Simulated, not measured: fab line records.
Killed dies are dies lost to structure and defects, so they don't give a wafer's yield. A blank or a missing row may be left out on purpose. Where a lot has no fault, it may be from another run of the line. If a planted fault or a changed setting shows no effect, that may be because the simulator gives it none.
Chamber matching | flow nand_harc | NHARC_A_ONON_D2_DEP_33 on pecvd-03: 3 sister chambers
The step deposits SiO2, target thk 200 nm. 6 wafers are shown with their chamber, then 6 later ones without.

== WAFERS, EACH WITH ITS CHAMBER ==
wafer  | chamber | heater_power_w (W) | throttle_valve_pct (%)
L422.1 | 0       | 392                | 16.6
L427.1 | 2       | 395                | 14.8
L427.4 | 1       | 635                | 16.0
L427.5 | 0       | 523                | 16.3
L437.1 | 1       | 580                | 16.0
L437.6 | 2       | 456                | 15.6

== WAFERS WHOSE CHAMBER IS MISSING ==
wafer  | heater_power_w (W) | throttle_valve_pct (%)
L439.1 | 506                | 16.1
L439.3 | 362                | 15.3
L439.6 | 378                | 15.5
L440.2 | 375                | 15.6
L440.5 | 411                | 15.3
L440.6 | 521                | 16.4

== WHICH CHAMBER EACH ONE RAN IN ==
wafer  | from the rows above          | in truth
L439.1 | can't be placed: 0 or 1 or 2 | 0
L439.3 | 2                            | 2
L439.6 | can't be placed: 2 or 0      | 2
L440.2 | can't be placed: 2 or 0      | 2
L440.5 | 2                            | 2
L440.6 | can't be placed: 0 or 1      | 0
Correct placement for 2 of the 6. Not placeable from these rows: 4 (in 4, the candidates include the true chamber). Number placed wrongly: 0.
How it was worked out, from the rows above alone: a wafer's distance from a chamber is the root of the sum, over the readings, of the square of ((its reading less the chamber's mean) divided by the reading's scatter). The wafer belongs to the nearest chamber; if the next one is less than 2 further off, it can't be placed. Each chamber's mean is taken over the wafers shown for it. The scatter: the root of (the sum of the squares of (reading less its chamber's mean) over the shown wafers, divided by (wafers less chambers)).
